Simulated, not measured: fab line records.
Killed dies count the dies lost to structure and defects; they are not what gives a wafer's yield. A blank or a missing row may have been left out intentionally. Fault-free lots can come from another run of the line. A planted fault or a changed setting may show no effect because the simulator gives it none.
3 desks, one fault :: flow n5 finfet :: every desk sees just its own numbers, and what lay behind them comes last

AT THE METROLOGY DESK
Lot by lot, what the gauges showed, no matter which tool ran the lot: averages of those sampled wafers that carry a number. If a lot's mean is further than 4 standard deviations from the usual mean, the lot is out of limits and carries the mark OUT (the distance appears in the brackets). Shown here are 7 of its 10 readings, the ones lying furthest out on some lot.
Columns: A = DIBL_P at N5_BEOL_M4_RC_MEAS_101, usual 34.8 mV/V; B = IOFF_N at N5_BEOL_M4_RC_MEAS_101, usual 0.15 nA/um; C = IOFF_P at N5_BEOL_M4_RC_MEAS_101, usual 0.19 nA/um; D = ION_N at N5_BEOL_M4_RC_MEAS_101, usual 677 uA/um; E = SS_N at N5_BEOL_M4_RC_MEAS_101, usual 71.4 mV/dec; F = VT_N at N5_BEOL_M4_RC_MEAS_101, usual 250 mV; G = VT_P at N5_BEOL_M4_RC_MEAS_101, usual -251 mV
lot: L797
first seen here: day 8 15:54
A: 31.6
B: 0.13
C: 0.19
D: 678
E: 70.6
F: 251
G: -250

lot: L798
first seen here: day 9 05:58
A: 33.6
B: 0.13
C: 0.16
D: 675
E: 71.1
F: 250
G: -256

lot: L799
first seen here: day 9 06:27
A: 34.0
B: 0.13
C: 0.17
D: 680
E: 70.7
F: 251
G: -255

lot: L804
first seen here: day 10 10:04
A: 34.7
B: 0.16
C: 0.21
D: 670
E: 72.1
F: 247
G: -248

lot: L813
first seen here: day 12 05:58
A: 32.5
B: 0.12
C: 0.15
D: 671
E: 70.4
F: 252
G: -253

lot: L812
first seen here: day 12 14:50
A: 37.0
B: 0.17
C: 0.22
D: 670
E: 71.8
F: 250
G: -248

lot: L814
first seen here: day 12 19:44
A: 35.1
B: 0.14
C: 0.18
D: 677
E: 70.6
F: 252
G: -252

lot: L815
first seen here: day 12 22:39
A: 38.2
B: 0.20
C: 0.24
D: 696
E: 72.2
F: 246
G: -248

lot: L819
first seen here: day 14 14:02
A: 38.0
B: 0.19
C: 0.23
D: 700
E: 71.9
F: 245
G: -249

lot: L818
first seen here: day 14 15:19
A: 34.5
B: 0.14
C: 0.22
D: 679
E: 71.2
F: 252
G: -245
Result from this desk: across the 10 lots, nothing is out of limits.

TOOL OWNER'S DESK, ald sin-01
The tool's own readings at N5_FIN_SAQP_ALD_61 (deposits SiO2, target thk 4 nm, pulse time 1 s, purge time 2 s): means of the sampled wafers that have a number, for each lot that ran on this tool. If a lot's mean is further than 4 standard deviations from the usual mean, the lot is out of limits and carries the mark OUT (the distance appears in the brackets).
Columns: A = heater power w at N5_FIN_SAQP_ALD_61, usual 460 W; B = precursor pulse height rel at N5_FIN_SAQP_ALD_61, usual 1.000
lot: L798
first seen here: day 2 08:09
A: 461
B: 0.994

lot: L799
first seen here: day 2 15:58
A: 461
B: 0.994

lot: L804
first seen here: day 3 20:56
A: 453
B: 1.004

lot: L818
first seen here: day 7 08:26
A: 464
B: 1.011
Result from this desk: across the 4 lots, nothing is out of limits.

THE DEFECT DESK
Lot by lot, what the route's inspections counted, given as the mean of those sampled wafers with a number. If a lot's mean is further than 4 standard deviations from the usual mean, the lot is out of limits and carries the mark OUT (the distance appears in the brackets).
Columns: A = raw defect count at N5_WELL_APT_INSPECT_27, usual 1.9; B = raw defect count at N5_PMOS_HMC_CHANNEL_EPI_INSPECT_30, usual 20
lot: L797
first seen here: day 1 20:44
A: 1.0
B: 24

lot: L798
first seen here: day 2 02:52
A: 2.0
B: 17

lot: L799
first seen here: day 2 09:11
A: 1.7
B: 21

lot: L804
first seen here: day 3 15:14
A: 1.7
B: 28

lot: L812
first seen here: day 5 14:59
A: 1.3
B: 19

lot: L813
first seen here: day 5 20:53
A: 3.0
B: 27

lot: L814
first seen here: day 6 03:01
A: 1.7
B: 18

lot: L815
first seen here: day 6 09:14
A: 0.7
B: 13

lot: L818
first seen here: day 7 03:19
A: 2.0
B: 16

lot: L819
first seen here: day 7 09:50
A: 1.7
B: 15
Result from this desk: across the 10 lots, nothing is out of limits.

PUT TOGETHER
From the metrology desk's view, nothing was out of limits.
The tool owner's desk saw nothing out of limits.
Nothing the defect desk looked at was out of limits.

WHAT THE SIMULATOR HAD INSERTED
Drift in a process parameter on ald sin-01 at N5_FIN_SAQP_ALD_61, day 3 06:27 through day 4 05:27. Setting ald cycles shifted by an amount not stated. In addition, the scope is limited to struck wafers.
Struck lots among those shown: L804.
